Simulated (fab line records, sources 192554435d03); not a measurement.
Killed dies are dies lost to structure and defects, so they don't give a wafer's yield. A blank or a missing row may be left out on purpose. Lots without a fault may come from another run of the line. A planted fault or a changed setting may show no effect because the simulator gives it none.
Chamber matching | flow n5_finfet | N5_MOL_CONTACT_COAG_ETCH_90 on rie_diel-04: 4 sister chambers
The step etches SiARC in CF4, target depth 13 nm, time 21.7 s. 4 wafers are shown with their chamber, then 12 later ones without.

WAFERS WITH THEIR CHAMBER
wafer  | chamber | showerhead_plenum_p_Torr (Torr)
L083.6 | 1       | 2.18
L090.3 | 2       | 2.05
L090.4 | 0       | 2.15
L090.5 | 3       | 2.02

WAFERS WITHOUT THEIR CHAMBER
wafer  | showerhead_plenum_p_Torr (Torr)
L091.1 | 2.05
L091.2 | 2.02
L091.6 | 2.05
L093.1 | 2.14
L093.4 | 2.18
L093.6 | 2.18
L095.2 | 2.14
L095.5 | 2.18
L095.6 | 2.05
L097.2 | 2.14
L097.3 | 2.18
L097.6 | 2.18

WHICH CHAMBER EACH WENT THROUGH
wafer  | from the rows above | in truth
L091.1 | 2                   | 2
L091.2 | 3                   | 3
L091.6 | 2                   | 2
L093.1 | 0                   | 0
L093.4 | 1                   | 1
L093.6 | 1                   | 1
L095.2 | 0                   | 0
L095.5 | 1                   | 1
L095.6 | 2                   | 2
L097.2 | 0                   | 0
L097.3 | 1                   | 1
L097.6 | 1                   | 1
Placed correctly: 12 of 12. Can't be placed from these rows: 0. Placed wrongly: 0.
How it was worked out, from the rows above alone: a wafer's distance from a chamber is the root of the sum, over the readings, of the square of ((its reading less the chamber's mean) divided by the reading's scatter). The wafer belongs to the nearest chamber; if the next one is less than 2 further off, it can't be placed. A chamber's mean is the mean of its shown wafers. The scatter: with one shown wafer a chamber, the root of the mean of the squares of how far each hidden wafer lies from its nearest shown one.
